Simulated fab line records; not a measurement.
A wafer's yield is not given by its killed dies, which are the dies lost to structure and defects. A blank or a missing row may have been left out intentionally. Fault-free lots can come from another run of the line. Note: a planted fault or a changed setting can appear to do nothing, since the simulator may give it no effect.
fab line records -- flow nand_harc
record lots=7, wafers=19, last_day=32
route steps=1302 shown A_ONON_D1@430 END@1302
lots untouched by any fault: they come from a run of this same line in which no faults occurred
start_h: start of the lot's first displayed wafer, in hours after the record's first day -- wait_h: hours since the lot's step before -- " as in the row above -- L1.1+2: several wafers, shown together as one row -- - no value present, or no start provided -- * or withheld: withheld -- < > ~ a bound
route shown NAME@n: names a module that has steps shown in the file, with the first one's number in the route -- usual: mean/standard deviation taken from wafers without a fault -- same: alike in all rows -- chamber/n: place in a boat -- sites: readings site by site -- _std_site: standard deviation across them -- _edge_site: the outer-site mean with the inner-site mean subtracted -- radius_mm: how far each site lies from the wafer's centre -- mask NAME#n: copy n -- behind: the tool/chamber that last shaped the wafer -- hold: reason for holding the lot/hours on hold/outcome of the hold -- device: transistor that didn't switch, given as n, p or np -- end of line: tests run on the same wafers once the route is complete -- where a step has no rows: the recipe by itself -- killed: dies lost to structure and defects at the first sort, not the wafer's yield -- map: a wafer's dies, x killed, . not, _ none there
set.NAME: setting as actually run; set.NAME@STEP: the setting as run at that earlier step -- model.NAME: the simulator's own value behind a step, which no gauge read
lots at some steps of the route; a table a step, a row a wafer
services: a tool's chamber out of use, with start hour (start_h, from the record's first day; less than 0 if before it), hours out, and reason
## steps
# step NHARC_A_ONON_D1_DEP_09
# recipe target_thk_a=10000, n2_flow_sccm=2750, n2o_flow_sccm=2000, nh3_flow_sccm=500, sih4_flow_sccm=210, temp_c=400
# step NHARC_A_ONON_D1_THK_MEAS_11
# recipe thk_meas_gauge=ellipsometry
# usual thk_nm=1000/10
lot.wafer,tool,chamber,start_h,wait_h,thk_nm
L900.1,film_metro-02,-,168.90,-,998
L900.3,film_metro-02,-,168.90,-,996
L900.4,film_metro-02,-,168.90,-,997
L902.1,film_metro-02,-,198.35,-,999
L902.5,film_metro-02,-,198.35,-,998
L902.6,film_metro-02,-,198.35,-,997
L908.2,film_metro-01,-,257.86,-,996
L908.6,film_metro-01,-,257.86,-,996
L910.2,film_metro-01,-,275.05,-,998
L910.5,film_metro-01,-,275.05,-,999
L912.2,film_metro-02,-,288.89,-,980
L912.3,film_metro-02,-,288.89,-,983
L912.5,film_metro-02,-,288.89,-,982
L913.2,film_metro-02,-,306.03,-,1014
L913.3,film_metro-02,-,306.03,-,1012
L913.5,film_metro-02,-,306.03,-,1014
L921.1,film_metro-01,-,374.26,-,1009
L921.2,film_metro-01,-,374.26,-,1008
L921.4,film_metro-01,-,374.26,-,1009
# step NHARC_A_ONON_D1_DEP_12
# recipe target_thk_a=10000, n2_flow_sccm=2750, n2o_flow_sccm=2000, nh3_flow_sccm=500, sih4_flow_sccm=210, temp_c=400
# step NHARC_A_ONON_D1_THK_MEAS_14
# recipe thk_meas_gauge=ellipsometry
# usual thk_nm=998/14
lot.wafer,tool,chamber,start_h,wait_h,thk_nm
L900.1,film_metro-01,-,169.47,-,998
L900.3,film_metro-01,-,169.47,-,998
L900.4,film_metro-01,-,169.47,-,1000
L902.1,film_metro-02,-,198.92,-,1018
L902.5,film_metro-02,-,198.92,-,1015
L902.6,film_metro-02,-,198.92,-,1015
L908.2,film_metro-02,-,258.43,-,999
L908.6,film_metro-02,-,258.43,-,999
L910.2,film_metro-02,-,275.61,-,1004
L910.5,film_metro-02,-,275.61,-,1004
L912.2,film_metro-02,-,289.48,-,980
L912.3,film_metro-02,-,289.48,-,981
L912.5,film_metro-02,-,289.48,-,982
L913.2,film_metro-02,-,306.60,-,991
L913.3,film_metro-02,-,306.60,-,992
L913.5,film_metro-02,-,306.60,-,992
L921.1,film_metro-01,-,374.83,-,1010
L921.2,film_metro-01,-,374.83,-,1009
L921.4,film_metro-01,-,374.83,-,1010
# step NHARC_A_ONON_D1_ANNEAL_15
# recipe temp_c=750, time_s=3600
# step NHARC_A_ONON_D1_DEP_16
# recipe target_thk_a=10000, n2_flow_sccm=2750, n2o_flow_sccm=2000, nh3_flow_sccm=500, sih4_flow_sccm=210, temp_c=400
# step NHARC_A_ONON_D1_THK_MEAS_18
# recipe thk_meas_gauge=ellipsometry
# usual thk_nm=999/7.5
lot.wafer,tool,chamber,start_h,wait_h,thk_nm
L900.1,film_metro-01,-,177.87,-,997
L900.3,film_metro-01,-,177.87,-,998
L900.4,film_metro-01,-,177.87,-,997
L902.1,film_metro-01,-,206.68,-,1003
L902.5,film_metro-01,-,206.68,-,1004
L902.6,film_metro-01,-,206.68,-,1004
L908.2,film_metro-01,-,266.20,-,998
L908.6,film_metro-01,-,266.20,-,998
L910.2,film_metro-01,-,283.15,-,1014
L910.5,film_metro-01,-,283.15,-,1012
L912.2,film_metro-02,-,298.29,-,1009
L912.3,film_metro-02,-,298.29,-,1007
L912.5,film_metro-02,-,298.29,-,1007
L913.2,film_metro-01,-,315.39,-,992
L913.3,film_metro-01,-,315.39,-,994
L913.5,film_metro-01,-,315.39,-,994
L921.1,film_metro-01,-,382.36,-,1000
L921.2,film_metro-01,-,382.36,-,1000
L921.4,film_metro-01,-,382.36,-,1000
# step NHARC_A_ONON_D1_DEP_19
# recipe target_thk_a=10000, n2_flow_sccm=2750, n2o_flow_sccm=2000, nh3_flow_sccm=500, sih4_flow_sccm=210, temp_c=400
# step NHARC_A_ONON_D1_THK_MEAS_21
# recipe thk_meas_gauge=ellipsometry
# usual thk_nm=997/9.6
lot.wafer,tool,chamber,start_h,wait_h,thk_nm
L900.1,film_metro-01,-,178.43,-,998
L900.3,film_metro-01,-,178.43,-,999
L900.4,film_metro-01,-,178.43,-,997
L902.1,film_metro-01,-,207.24,-,998
L902.5,film_metro-01,-,207.24,-,997
L902.6,film_metro-01,-,207.24,-,999
L908.2,film_metro-02,-,266.76,-,980
L908.6,film_metro-02,-,266.76,-,980
L910.2,film_metro-02,-,283.72,-,981
L910.5,film_metro-02,-,283.72,-,982
L912.2,film_metro-02,-,298.86,-,1004
L912.3,film_metro-02,-,298.86,-,1005
L912.5,film_metro-02,-,298.86,-,1004
L913.2,film_metro-01,-,315.96,-,992
L913.3,film_metro-01,-,315.96,-,993
L913.5,film_metro-01,-,315.96,-,991
L921.1,film_metro-01,-,382.93,-,999
L921.2,film_metro-01,-,382.93,-,998
L921.4,film_metro-01,-,382.93,-,998
# step NHARC_A_ONON_D1_DEP_22
# recipe target_thk_a=10000, n2_flow_sccm=2750, n2o_flow_sccm=2000, nh3_flow_sccm=500, sih4_flow_sccm=210, temp_c=400
# step NHARC_A_ONON_D1_THK_MEAS_24
# recipe thk_meas_gauge=ellipsometry
# usual thk_nm=994/8.7
lot.wafer,tool,chamber,start_h,wait_h,thk_nm
L900.1,film_metro-02,-,179.03,-,991
L900.3,film_metro-02,-,179.03,-,990
L900.4,film_metro-02,-,179.03,-,987
L902.1,film_metro-01,-,207.81,-,997
L902.5,film_metro-01,-,207.81,-,994
L902.6,film_metro-01,-,207.81,-,997
L908.2,film_metro-02,-,267.33,-,1001
L908.6,film_metro-02,-,267.33,-,1001
L910.2,film_metro-01,-,284.31,-,1000
L910.5,film_metro-01,-,284.31,-,1000
L912.2,film_metro-01,-,299.43,-,984
L912.3,film_metro-01,-,299.43,-,986
L912.5,film_metro-01,-,299.43,-,986
L913.2,film_metro-01,-,316.53,-,987
L913.3,film_metro-01,-,316.53,-,988
L913.5,film_metro-01,-,316.53,-,988
L921.1,film_metro-01,-,383.51,-,972
L921.2,film_metro-01,-,383.51,-,972
L921.4,film_metro-01,-,383.51,-,972
# step NHARC_A_ONON_D1_DEP_25
# recipe target_thk_a=10000, n2_flow_sccm=2750, n2o_flow_sccm=2000, nh3_flow_sccm=500, sih4_flow_sccm=210, temp_c=400
# usual nh3_flow_sccm=499.7/1.3
lot.wafer,tool,chamber,start_h,wait_h,nh3_flow_sccm
L900.1,pecvd_onon-04,0,179.08,0.1,499.1
L900.3,pecvd_onon-04,0,179.08,0.1,498.9
L900.4,pecvd_onon-04,0,179.08,0.1,501.5
L902.1,pecvd_onon-01,0,207.86,0.1,501.3
L902.5,pecvd_onon-01,0,207.86,0.1,499.6
L902.6,pecvd_onon-01,0,207.86,0.1,499.3
L908.2,pecvd_onon-01,0,267.44,0.1,498.6
L908.6,pecvd_onon-01,0,267.44,0.1,500.8
L910.2,pecvd_onon-01,0,284.43,0.1,499.1
L910.5,pecvd_onon-01,0,284.43,0.1,497.6
L912.2,pecvd_onon-01,0,299.54,0.1,500.2
L912.3,pecvd_onon-01,0,299.54,0.1,500.7
L912.5,pecvd_onon-01,0,299.54,0.1,498.6
L913.2,pecvd_onon-03,0,316.64,0.1,499.7
L913.3,pecvd_onon-03,0,316.64,0.1,496.9
L913.5,pecvd_onon-03,0,316.64,0.1,499.6
L921.1,pecvd_onon-03,0,383.56,0.1,499.8
L921.2,pecvd_onon-03,0,383.56,0.1,500.6
L921.4,pecvd_onon-03,0,383.56,0.1,501.0
# step NHARC_A_ONON_D1_THK_MEAS_27
# recipe thk_meas_gauge=ellipsometry
# usual thk_nm=1002/13
lot.wafer,tool,chamber,start_h,wait_h,thk_nm
L900.1,film_metro-01,-,179.59,-,1005
L900.3,film_metro-01,-,179.59,-,1008
L900.4,film_metro-01,-,179.59,-,1005
L902.1,film_metro-01,-,208.38,-,1004
L902.5,film_metro-01,-,208.38,-,1004
L902.6,film_metro-01,-,208.38,-,1001
L908.2,film_metro-02,-,267.90,-,991
L908.6,film_metro-02,-,267.90,-,664
L910.2,film_metro-02,-,284.88,-,990
L910.5,film_metro-02,-,284.88,-,664
L912.2,film_metro-01,-,300.00,-,1004
L912.3,film_metro-01,-,300.00,-,1003
L912.5,film_metro-01,-,300.00,-,675
L913.2,film_metro-01,-,317.09,-,996
L913.3,film_metro-01,-,317.09,-,993
L913.5,film_metro-01,-,317.09,-,995
L921.1,film_metro-01,-,384.07,-,1007
L921.2,film_metro-01,-,384.07,-,1005
L921.4,film_metro-01,-,384.07,-,1005
# step NHARC_A_ONON_D1_DEP_28
# recipe target_thk_a=10000, n2_flow_sccm=2750, n2o_flow_sccm=2000, nh3_flow_sccm=500, sih4_flow_sccm=210, temp_c=400
# step NHARC_END_SORT_01
# recipe temp_c=25
# usual killed_at_array=54/12, killed_at_other=0.7/1.1, killed_at_periphery=3.9/2.8, killed_dies=59/13, killed_open=3.4/2, killed_short=2.5/1.7
# same gross_dies=677
lot.wafer,tool,chamber,start_h,wait_h,killed_at_array,killed_at_other,killed_at_periphery,killed_dies,killed_open,killed_short
L908.6,prober-01,0,655.84,4.0,671,3,3,677,3,2
L910.5,prober-01,0,669.15,3.7,671,0,6,677,5,3
L912.5,prober-02,0,683.40,3.7,675,0,2,677,2,0
# killed by level:class
L908.6 A_ONON_D1:area_dep=619 A_SLIT:chamber_film_flake=25 A_CHANNEL_HOLE_D2:chamber_film_flake=14 A_CHANNEL_FILL_D2:chamber_film_flake=3 THIN_TSV:chamber_film_flake=3 A_CHANNEL_HOLE_D1:chamber_film_flake=2 A_BONDPAD:chamber_film_flake=2 P_GATE:geometric_particle:short=1
L910.5 A_ONON_D1:area_dep=615 A_SLIT:chamber_film_flake=28 A_CONTACT:chamber_film_flake=7 P_CONTACT:chamber_film_flake=6 A_CHANNEL_HOLE_D1:chamber_film_flake=6 A_CHANNEL_HOLE_D2:chamber_film_flake=5 A_DECK1_JOINT:geometric_particle:open=2 A_DECK1_JOINT:geometric_particle:short=2
L912.5 A_ONON_D1:area_dep=635 A_CHANNEL_HOLE_D2:chamber_film_flake=18 A_CHANNEL_HOLE_D1:chamber_film_flake=10 A_SLIT:chamber_film_flake=7 P_CONTACT:chamber_film_flake=2 A_DECK1_JOINT:geometric_particle:open=1 A_STAIRCASE:chamber_film_flake=1 A_M1:geometric_particle:open=1
# map L908.6 (x killed, . not)
____________x____________
_________xxxxxxx_________
_______xxxxxxxxxxx_______
______xxxxxxxxxxxxx______
_____xxxxxxxxxxxxxxx_____
____xxxxxxxxxxxxxxxxx____
____xxxxxxxxxxxxxxxxx____
___xxxxxxxxxxxxxxxxxxx___
___xxxxxxxxxxxxxxxxxxx___
__xxxxxxxxxxxxxxxxxxxxx__
__xxxxxxxxxxxxxxxxxxxxx__
_xxxxxxxxxxxxxxxxxxxxxxx_
_xxxxxxxxxxxxxxxxxxxxxxx_
_xxxxxxxxxxxxxxxxxxxxxxx_
_xxxxxxxxxxxxxxxxxxxxxxx_
_xxxxxxxxxxxxxxxxxxxxxxx_
xxxxxxxxxxxxxxxxxxxxxxxxx
xxxxxxxxxxxxxxxxxxxxxxxxx
xxxxxxxxxxxxxxxxxxxxxxxxx
xxxxxxxxxxxxxxxxxxxxxxxxx
xxxxxxxxxxxxxxxxxxxxxxxxx
_xxxxxxxxxxxxxxxxxxxxxxx_
_xxxxxxxxxxxxxxxxxxxxxxx_
_xxxxxxxxxxxxxxxxxxxxxxx_
_xxxxxxxxxxxxxxxxxxxxxxx_
_xxxxxxxxxxxxxxxxxxxxxxx_
__xxxxxxxxxxxxxxxxxxxxx__
__xxxxxxxxxxxxxxxxxxxxx__
___xxxxxxxxxxxxxxxxxxx___
___xxxxxxxxxxxxxxxxxxx___
____xxxxxxxxxxxxxxxxx____
____xxxxxxxxxxxxxxxxx____
_____xxxxxxxxxxxxxxx_____
______xxxxxxxxxxxxx______
_______xxxxxxxxxxx_______
_________xxxxxxx_________
____________x____________
# map L910.5 (x killed, . not)
____________x____________
_________xxxxxxx_________
_______xxxxxxxxxxx_______
______xxxxxxxxxxxxx______
_____xxxxxxxxxxxxxxx_____
____xxxxxxxxxxxxxxxxx____
____xxxxxxxxxxxxxxxxx____
___xxxxxxxxxxxxxxxxxxx___
___xxxxxxxxxxxxxxxxxxx___
__xxxxxxxxxxxxxxxxxxxxx__
__xxxxxxxxxxxxxxxxxxxxx__
_xxxxxxxxxxxxxxxxxxxxxxx_
_xxxxxxxxxxxxxxxxxxxxxxx_
_xxxxxxxxxxxxxxxxxxxxxxx_
_xxxxxxxxxxxxxxxxxxxxxxx_
_xxxxxxxxxxxxxxxxxxxxxxx_
xxxxxxxxxxxxxxxxxxxxxxxxx
xxxxxxxxxxxxxxxxxxxxxxxxx
xxxxxxxxxxxxxxxxxxxxxxxxx
xxxxxxxxxxxxxxxxxxxxxxxxx
xxxxxxxxxxxxxxxxxxxxxxxxx
_xxxxxxxxxxxxxxxxxxxxxxx_
_xxxxxxxxxxxxxxxxxxxxxxx_
_xxxxxxxxxxxxxxxxxxxxxxx_
_xxxxxxxxxxxxxxxxxxxxxxx_
_xxxxxxxxxxxxxxxxxxxxxxx_
__xxxxxxxxxxxxxxxxxxxxx__
__xxxxxxxxxxxxxxxxxxxxx__
___xxxxxxxxxxxxxxxxxxx___
___xxxxxxxxxxxxxxxxxxx___
____xxxxxxxxxxxxxxxxx____
____xxxxxxxxxxxxxxxxx____
_____xxxxxxxxxxxxxxx_____
______xxxxxxxxxxxxx______
_______xxxxxxxxxxx_______
_________xxxxxxx_________
____________x____________
## services
tool,chamber,start_h,hours,kind
pecvd_onon-03,-,227.00,13.0,pm
pecvd_onon-03,-,252.67,1.8,repair
pecvd_onon-01,-,269.39,13.0,pm
pecvd_onon-04,-,311.03,13.0,pm
pecvd_onon-01,-,311.31,9.6,repair
## key
first_sign step=NHARC_A_ONON_D1_THK_MEAS_27, reading=thk_nm, direction=down, sigmas=25, usual=1002, struck=668
effect step=NHARC_END_SORT_01, reading=killed_at_array, direction=up, sigmas=50, usual=54, struck=672
more_kills_born_at NHARC_A_ONON_D1_DEP_25@pecvd_onon-01=1869
met_at NHARC_A_ONON_D1_DEP_25
struck_wafers L908.6,L910.5,L912.5
later_rows_left_out L908.6,L910.5,L912.5
tester_left_out L908,L910,L912
onset_between 207.86 267.44
fault kind=process_parameter_drift, tool=pecvd_onon-01, chamber=-, onset_h=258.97, steps=NHARC_A_ONON_D1_DEP_25, channel=target_thk_a, offset=*, shape=step, end_h=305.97, scope=struck_wafers_only, acts_in=*, stated=*
# tester_left_out: of these lots the tester's yield and bins aren't shown, on N5 and GAA mostly nor the transistor test; their killed dies are dies lost to structure and defects alone, not to doping, threshold or leakage, so they don't give the yield
# later_rows_left_out: the simulator's readings of these wafers behind a module that went badly wrong aren't trusted and aren't shown, but for the sort
